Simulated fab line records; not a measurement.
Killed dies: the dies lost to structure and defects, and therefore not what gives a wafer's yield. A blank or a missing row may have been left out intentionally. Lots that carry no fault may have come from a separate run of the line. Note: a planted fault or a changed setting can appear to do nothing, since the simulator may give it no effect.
A struck lot beside a sound one | flow nand-harc | 13 out of 1302 route steps
Sound: the wafers L142.2, L142.3, L142.6. Struck: wafer L153.2 (left out: L153.5, L153.6 of the same lot, which were not struck); the cause appears at the end.
For every step that has rows: the tool of each side, followed by ch and its chambers, followed by its first start. Under that, the readings that differ: sound wafers | struck wafers | difference of the means | sigmas: that difference in standard deviations of wafers without a fault.
alike: a reading whose means differ by less than 2 such deviations, as well as words and numbers matching on both sides. not compared: withheld readings; readings where some wafer has no value; bounds like >300 that might hide an equal value; numbers whose values overlap and for which the record gives no deviation.
The two part at a step that has a row with sigmas, a row that says differs or no value, or rows on one side only. Numbers that don't overlap but have no deviation are shown without sigmas and don't part them. A reading that every wafer of one side lacks parts them only if that side has two wafers or more.

first, 1 step without rows for these wafers: NHARC_A_SLIT_SRD_20.
NHARC_A_SLIT_CD_MEAS_21:
  sound on cd-sem-03, day 20 11:41; struck on cd-sem-02, day 24 23:16
  reading    | sound             | struck | difference | sigmas
  cd-nm (nm) | 289.1 290.0 289.8 | 287.8  | -1.8       | -2
then, 3 steps without rows for these wafers: NHARC_A_SIN_REMOVE_WET_00 (chemistry H3PO4, time 15300 s); NHARC_A_SIN_REMOVE_PRECLEAN_01 (cleans in SC1); NHARC_A_SIN_REMOVE_SRD_02.
NHARC_A_SIN_REMOVE_INSPECT_04:
  sound on defect-inspect-01, day 20 16:43; struck on defect-inspect-01, day 25 05:55
  alike: raw-defect-count
NHARC_A_WL_FILL_ALD_00: deposits Al2O3, target thk 3 nm, pulse time 3 s, ald cycles 30.
  sound on ald-hk-04 ch 0,1,3, day 20 18:19; struck on ald-hk-03 ch 2, day 25 05:58
  alike: heater-power-w, precursor-pulse-height-rel, susceptor-temp-C
NHARC_A_WL_FILL_RTA_01: time 5 s.
  sound on rtp-anneal-02 ch 0, day 20 18:35; struck on rtp-anneal-02 ch 0, day 25 06:16
  alike: lamp-power-pct, lamp_zone_4_pct, lamp_zone_5_pct, wafer_temp_C_max
NHARC_A_WL_FILL_ALD_02: deposits TiN, target thk 2 nm, pulse time 3 s, ald cycles 100.
  sound on ald-metal-02 ch 1,2,3, day 20 18:46; struck on ald-metal-02 ch 0, day 25 06:30
  alike: heater-power-w, precursor-pulse-height-rel, susceptor-temp-C
NHARC_A_WL_FILL_CVD_03: deposits W, target thk 40 nm, time 279 s.
  sound on cvd-w-01 ch 1, day 20 19:16; struck on cvd-w-02 ch 1, day 25 06:54
  alike: heater-power-w, susceptor-temp-C, throttle-valve-pct
NHARC_A_WL_FILL_ETCHBACK_04: etches the open film in NF3, target depth 60 nm, time 120 s.
  sound on rie-metal-01 ch 0, day 20 19:37; struck on rie-metal-03 ch 1, day 25 07:16
  reading                     | sound             | struck | difference | sigmas
  drypump-motor-current-A (A) | 5.3 5.4 5.4       | 6.6    | +1.2       | +2
  oes-product-au (a.u.)       | 1.005 1.005 1.006 | 0.988  | -0.017     | -2
  run-length-s (s)            | 140.5 140.8 140.5 | 155.1  | +14.5      | +41
  not compared: rf-hours-counter-h
NHARC_A_WL_FILL_ETCHBACK_05: etches the open film in Cl2/BCl3, target depth 22 nm, time 60 s.
  sound on rie-metal-01 ch 0,1, day 20 19:51; struck on rie-metal-03 ch 0, day 25 07:31
  alike: drypump-motor-current-A, oes-product-au, run-length-s
  not compared: rf-hours-counter-h
following that, these wafers have no rows for 1 step: NHARC_END_SORT_01.

== WHERE THEY PART ==
At NHARC_A_SLIT_CD_MEAS_21 first; at NHARC_A_WL_FILL_ETCHBACK_04 last (within this record only). Later steps at which nothing parts them and some readings are alike: NHARC_A_WL_FILL_ETCHBACK_05.

WHY: whatever the simulator had introduced
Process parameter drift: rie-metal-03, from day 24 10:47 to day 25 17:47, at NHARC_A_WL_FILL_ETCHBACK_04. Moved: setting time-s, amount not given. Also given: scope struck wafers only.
